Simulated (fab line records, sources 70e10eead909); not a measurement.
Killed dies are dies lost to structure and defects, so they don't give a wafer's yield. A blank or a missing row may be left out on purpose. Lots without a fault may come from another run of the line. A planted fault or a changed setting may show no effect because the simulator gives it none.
Which tool did it? | flow nand_harc | 12 lots, 36 wafers sampled, at 4 steps of a route of 1302

WHAT THE GAUGES READ, wafer by wafer
The record holds no reading of a measuring or inspecting step that can be judged against a usual standard deviation.

WHICH TOOL RAN EACH LOT (tool, then ch and the chambers of the sampled wafers, then the start)
lot  | NHARC_A_CHANNEL_HOLE_D2_ETCH_16               | NHARC_A_CHANNEL_FILL_D2_ALD_03      | NHARC_A_CHANNEL_FILL_D2_ETCHBACK_19 | NHARC_A_CHANNEL_FILL_D2_ETCHBACK_20
L308 | rie_diel-02 ch 1,2,3, day 13 17:02 or earlier | ald_sin_batch-02 ch 0, day 13 17:02 | rie_si-02 ch 2,3, day 14 15:11      | rie_diel-12 ch 0,1, day 14 15:19
L309 | rie_diel-09 ch 0,1,3, day 14 07:07 or earlier | ald_sin_batch-02 ch 0, day 14 07:07 | rie_si-02 ch 0,1,3, day 15 05:50    | rie_diel-05 ch 1,2,3, day 15 05:59
L310 | rie_diel-02 ch 0,1,3, day 14 11:29 or earlier | ald_sin_batch-01 ch 0, day 14 11:29 | rie_si-03 ch 0,2,3, day 15 05:50    | rie_diel-06 ch 1,2,3, day 15 05:58
L314 | rie_diel-02 ch 0,1, day 16 12:15 or earlier   | ald_sin_batch-02 ch 0, day 16 12:15 | rie_si-03 ch 1,3, day 17 08:54      | rie_diel-06 ch 2,3, day 17 09:01
L315 | rie_diel-09 ch 1,2,3, day 17 01:49 or earlier | ald_sin_batch-03 ch 0, day 17 01:49 | rie_si-04 ch 0,1,2, day 17 22:38    | rie_diel-06 ch 1,2,3, day 17 22:46
L316 | rie_diel-03 ch 0,2, day 17 10:09 or earlier   | ald_sin_batch-01 ch 0, day 17 10:09 | rie_si-04 ch 1,2, day 18 06:56      | rie_diel-06 ch 0,1,3, day 18 07:04
L318 | rie_diel-03 ch 0,2, day 17 19:35 or earlier   | ald_sin_batch-02 ch 0, day 17 19:35 | rie_si-04 ch 0,1,2, day 18 18:01    | rie_diel-06 ch 0,1,2, day 18 18:10
L320 | rie_diel-09 ch 0,2,3, day 18 02:02 or earlier | ald_sin_batch-01 ch 0, day 18 02:02 | rie_si-03 ch 2,3, day 19 00:40      | rie_diel-05 ch 0,1,2, day 19 00:49
L319 | rie_diel-03 ch 0,1,2, day 18 13:52 or earlier | ald_sin_batch-03 ch 0, day 18 13:52 | rie_si-04 ch 1,3, day 19 10:28      | rie_diel-06 ch 0,1,3, day 19 10:37
L324 | rie_diel-09 ch 0,1,3, day 20 14:40 or earlier | ald_sin_batch-02 ch 0, day 20 14:40 | rie_si-04 ch 0,2, day 21 12:01      | rie_diel-12 ch 0,1,2, day 21 12:13
L325 | rie_diel-02 ch 0,1, day 20 19:33 or earlier   | ald_sin_batch-02 ch 0, day 20 19:33 | rie_si-04 ch 0,2, day 21 15:45      | rie_diel-05 ch 0,3, day 21 15:56
L331 | rie_diel-02 ch 0,2,3, day 23 08:07 or earlier | ald_sin_batch-01 ch 0, day 23 08:07 | rie_si-04 ch 0,1, day 24 04:23      | rie_diel-06 ch 0,2, day 24 04:31
- NHARC_A_CHANNEL_HOLE_D2_ETCH_16: etches the open film in O2/COS, target depth 3100 nm, time 806 s.
- NHARC_A_CHANNEL_FILL_D2_ALD_03: deposits SiNx, target thk 6 nm, pulse time 60 s, ald cycles 58.
- NHARC_A_CHANNEL_FILL_D2_ETCHBACK_19: etches the open film in HBr/Cl2, target depth 5 nm, time 1.7 s.
- NHARC_A_CHANNEL_FILL_D2_ETCHBACK_20: etches the open film in C4F8/O2/Ar, target depth 27 nm, time 13.5 s.

WHAT THE TOOLS THEMSELVES READ (means of the sampled wafers that have a number; where no wafer has one, the mark that the record gives instead)
NHARC_A_CHANNEL_HOLE_D2_ETCH_16. Usual: drypump_motor_current_A 5.7 A, standard deviation 0.52; oes_product_au 0.998 a.u., standard deviation 0.01; rf_vpp_V 314.2 V, standard deviation 1.8; showerhead_plenum_p_Torr 3.11 Torr, standard deviation 0.11; throttle_valve_pct 28.330 %, standard deviation 0.0097.
lot  | tool        | drypump_motor_current_A (A) | oes_product_au (a.u.) | rf_vpp_V (V) | showerhead_plenum_p_Torr (Torr) | throttle_valve_pct (%) | flag
L308 | rie_diel-02 | 5.8                         | 0.998                 | 315.2        | 3.20                            | 28.344                 |
L309 | rie_diel-09 | 5.5                         | 0.991                 | 313.1        | 3.08                            | 28.328                 |
L310 | rie_diel-02 | 5.9                         | 1.004                 | 314.2        | 3.16                            | 28.331                 |
L314 | rie_diel-02 | 5.4                         | 1.004                 | 313.5        | 3.07                            | 28.332                 |
L315 | rie_diel-09 | 5.2                         | 1.007                 | 311.8        | 2.99                            | 28.335                 |
L316 | rie_diel-03 | 5.8                         | 1.000                 | 314.6        | 3.17                            | 28.330                 |
L318 | rie_diel-03 | 5.7                         | 0.993                 | 315.7        | 3.16                            | 28.332                 |
L320 | rie_diel-09 | 5.6                         | 1.002                 | 313.9        | 3.08                            | 28.329                 |
L319 | rie_diel-03 | 5.8                         | 0.993                 | 314.4        | 3.15                            | 28.327                 |
L324 | rie_diel-09 | 5.5                         | 1.007                 | 313.8        | 3.07                            | 28.325                 |
L325 | rie_diel-02 | 5.8                         | 0.989                 | 314.4        | 3.16                            | 28.319                 |
L331 | rie_diel-02 | 5.5                         | 0.992                 | 313.1        | 3.10                            | 28.336                 |

NHARC_A_CHANNEL_FILL_D2_ALD_03. Usual: precursor_pulse_height_rel 1.000, standard deviation 0.021.
lot  | tool             | precursor_pulse_height_rel | flag
L308 | ald_sin_batch-02 | 1.027                      |
L309 | ald_sin_batch-02 | 1.003                      |
L310 | ald_sin_batch-01 | 0.992                      |
L314 | ald_sin_batch-02 | 0.977                      |
L315 | ald_sin_batch-03 | 0.992                      |
L316 | ald_sin_batch-01 | 1.008                      |
L318 | ald_sin_batch-02 | 0.989                      |
L320 | ald_sin_batch-01 | 0.993                      |
L319 | ald_sin_batch-03 | 1.004                      |
L324 | ald_sin_batch-02 | 1.009                      |
L325 | ald_sin_batch-02 | 0.997                      |
L331 | ald_sin_batch-01 | 0.997                      |

NHARC_A_CHANNEL_FILL_D2_ETCHBACK_19. Usual: drypump_motor_current_A 5.6 A, standard deviation 0.47; oes_product_au 0.998 a.u., standard deviation 0.0093; throttle_valve_pct 26.406 %, standard deviation 0.0091.
lot  | tool      | drypump_motor_current_A (A) | oes_product_au (a.u.) | throttle_valve_pct (%) | flag
L308 | rie_si-02 | 5.8                         | 0.993                 | 26.408                 |
L309 | rie_si-02 | 5.9                         | 1.007                 | 26.407                 |
L310 | rie_si-03 | 5.7                         | 0.990                 | 26.413                 |
L314 | rie_si-03 | 5.7                         | 1.000                 | 26.411                 |
L315 | rie_si-04 | 5.2                         | 0.999                 | 26.408                 |
L316 | rie_si-04 | 5.1                         | 0.995                 | 26.408                 |
L318 | rie_si-04 | 5.2                         | 0.997                 | 26.412                 |
L320 | rie_si-03 | 5.6                         | 1.000                 | 26.410                 |
L319 | rie_si-04 | 5.6                         | 1.005                 | 26.410                 |
L324 | rie_si-04 | 5.2                         | 0.988                 | 26.399                 |
L325 | rie_si-04 | 5.2                         | 0.987                 | 26.404                 |
L331 | rie_si-04 | 5.2                         | 1.003                 | 26.405                 |

NHARC_A_CHANNEL_FILL_D2_ETCHBACK_20. Usual: oes_product_au 0.978 a.u., standard deviation 0.029; rf_vpp_V 978 V, standard deviation 6.
lot  | tool        | oes_product_au (a.u.) | rf_vpp_V (V) | flag
L308 | rie_diel-12 | 0.943                 | 973          |
L309 | rie_diel-05 | 0.920                 | 979          |
L310 | rie_diel-06 | 0.918                 | 983          |
L314 | rie_diel-06 | 0.952                 | 983          |
L315 | rie_diel-06 | 0.989                 | 983          |
L316 | rie_diel-06 | 0.940                 | 978          |
L318 | rie_diel-06 | 0.982                 | 979          |
L320 | rie_diel-05 | 0.995                 | 981          |
L319 | rie_diel-06 | 0.923                 | 978          |
L324 | rie_diel-12 | 1.000                 | 974          |
L325 | rie_diel-05 | 0.983                 | 974          |
L331 | rie_diel-06 | 0.988                 | 982          |

THE ANSWER, worked out from the rows above alone
Rule: a lot is off if the mean of its wafers that have a number lies more than 3 standard deviations from the usual mean. A lot without any number at a reading at which 4 lots or more have one is off too. The other lots that the step has rows for count as sound. The gauges are gone through in route order, then the tools' own readings, and for those a lot's mean is taken as printed above. The first step at which some lot is off is used, and at that step the reading that is off furthest; a lot without a number counts as furthest.
No lot is off at any reading shown: from this, nothing can be told.

WHAT THE SIMULATOR HAD PUT IN
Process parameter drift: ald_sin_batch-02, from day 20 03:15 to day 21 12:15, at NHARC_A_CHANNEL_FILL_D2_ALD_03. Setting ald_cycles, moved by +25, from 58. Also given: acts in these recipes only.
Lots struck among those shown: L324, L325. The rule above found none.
